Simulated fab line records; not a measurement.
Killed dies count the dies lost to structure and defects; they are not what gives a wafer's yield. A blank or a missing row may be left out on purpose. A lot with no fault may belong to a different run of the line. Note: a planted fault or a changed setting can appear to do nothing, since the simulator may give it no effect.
Lot-split experiment | flow n5Finfet | route with 1938 steps; 7 lots, 21 wafers read

== THE SPLIT ==
At N5_BEOL_M5_ILD_DEP_00 (deposits SiCOH lowk from DEMS/porogen, target thk 140.64 nm, time 25.9 s), the setting timeS was moved away from the recipe's 25.9 s on 7 of the 21 wafers read, by -12.6% to +10.5%. All remaining wafers had this setting at the recipe value.

== BETWEEN THE SPLIT AND THE READING: the file shows 1 step in between ==
- N5_BEOL_M5_CURE_79: cures SiCOH lowk, time 240 s

== THE READING ==
M5_ILD_THK in nanometres, read at N5_BEOL_M5_THK_MEAS_01. A value of 120.9 nm with a standard deviation of 1.8 nm is what fault-free wafers of this fab line usually give.

wafer  | tool, chamber at the split | timeS as run, s | against the recipe | M5_ILD_THK, nm | against lot-mates on the recipe
L080.1 | pecvd-01, 1                | 22.64           | -12.6%             | 104.7          | -15.3
L080.2 | pecvd-01, 0                | 25.9            | recipe             | 120.0          | -
L080.5 | pecvd-01, 1                | 22.64           | -12.6%             | 106.8          | -13.2
L087.1 | pecvd-03, 2                | 25.9            | recipe             | 120.4          | -
L087.2 | pecvd-03, 1                | 24.27           | -6.3%              | 113.1          | -6.9
L087.4 | pecvd-03, 1                | 25.9            | recipe             | 119.6          | -
L090.1 | pecvd-03, 2                | 25.9            | recipe             | 119.8          | -
L090.5 | pecvd-03, 0                | 23.46           | -9.4%              | 108.1          | -11.6
L090.6 | pecvd-03, 2                | 25.9            | recipe             | 119.5          | -
L091.1 | pecvd-04, 2                | 25.9            | recipe             | 121.9          | -
L091.5 | pecvd-04, 1                | 27.55           | +6.4%              | 129.6          | +7.7
L091.6 | pecvd-04, 2                | 27.55           | +6.4%              | 131.7          | +9.8
L093.1 | pecvd-01, 1                | 25.9            | recipe             | 121.1          | -
L093.2 | pecvd-01, 2                | 25.9            | recipe             | 122.1          | -
L093.5 | pecvd-01, 1                | 25.9            | recipe             | 121.2          | -
L095.1 | pecvd-04, 0                | 25.9            | recipe             | 119.6          | -
L095.3 | pecvd-04, 2                | 25.9            | recipe             | 122.7          | -
L095.6 | pecvd-04, 0                | 25.9            | recipe             | 122.2          | -
L096.1 | pecvd-01, 1                | 28.61           | +10.5%             | 130.8          | +11.1
L096.3 | pecvd-01, 1                | 25.9            | recipe             | 119.8          | -
L096.6 | pecvd-01, 1                | 25.9            | recipe             | 119.7          | -

THE FIT
A straight line over all 21 wafers: M5_ILD_THK changes by +1.22 nm for each +1% of timeS; r = +0.98; the points scatter about the line by 1.4 nm.
The same after taking each lot's own level away (the mean of its wafers on the recipe; 21 wafers): +1.16 nm for each +1%; r = +0.99; scatter 0.93 nm.
According to that fit, moving timeS by its largest amount changes the reading by 15 nm.
From 119.65 to 121.90 nm: that is the span of the lots' own levels, equal to 1.2 times the standard deviation above.
So the lot-to-lot level changes the slope little: the two slopes agree.
Check: -14.3 nm against its lot-mates is what the line predicts for one of the wafers moved furthest among these (-12.6%) when that wafer is left out of the fit. It came out at -15.3 nm against them.

== THESE WAFERS: OTHER SPLITS ==
Before the reading, these wafers also passed through other splits. Each is held against what the fit with the lots' levels taken away leaves over:
other split on the same wafers  | wafers away from the commonest value | r with M5_ILD_THK (lot level and that fit taken away)
N5_BEOL_M1_HM_DEP_02 targetThkA | 12                                   | +0.03
N5_BEOL_M1_COAT_73 tempC        | 10                                   | +0.06
N5_BEOL_M2_ILD_DEP_00 timeS     | 5                                    | +0.31
N5_BEOL_M2_EXPOSE_25 doseMj     | 4                                    | +0.11
N5_BEOL_M2_DESCUM_33 timeS      | 7                                    | -0.07
N5_BEOL_M3_ETCH_70 biasW        | 10                                   | -0.18
N5_BEOL_M4_DEP_57 timeS         | 6                                    | +0.22

== THE WHOLE CHAIN: every reading that the file lists as answering this split, in the file's order ==
step                   | what it does                                                             | reading                                                                                 | change (the file's fit)              | r (the file's)
N5_BEOL_M5_ILD_DEP_00  | deposits SiCOH lowk from DEMS/porogen, target thk 140.64 nm, time 25.9 s | SiCOH_lowk_of_BEOL_M5_ILD_DEP_00.thkNm (the simulator's own value, which no gauge read) | +1.33 nm for each +1% of the setting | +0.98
N5_BEOL_M5_CURE_79     | cures SiCOH lowk, time 240 s                                             | SiCOH_lowk_of_BEOL_M5_ILD_DEP_00.thkNm (the simulator's own value, which no gauge read) | +1.15 nm for each +1% of the setting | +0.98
N5_BEOL_M5_THK_MEAS_01 |                                                                          | M5_ILD_THK                                                                              | +1.15 for each +1% of the setting    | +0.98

== THE FILE'S OWN FIT ==
M5_ILD_THK changes by +1.15 nm for each +1% of timeS, r = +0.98.
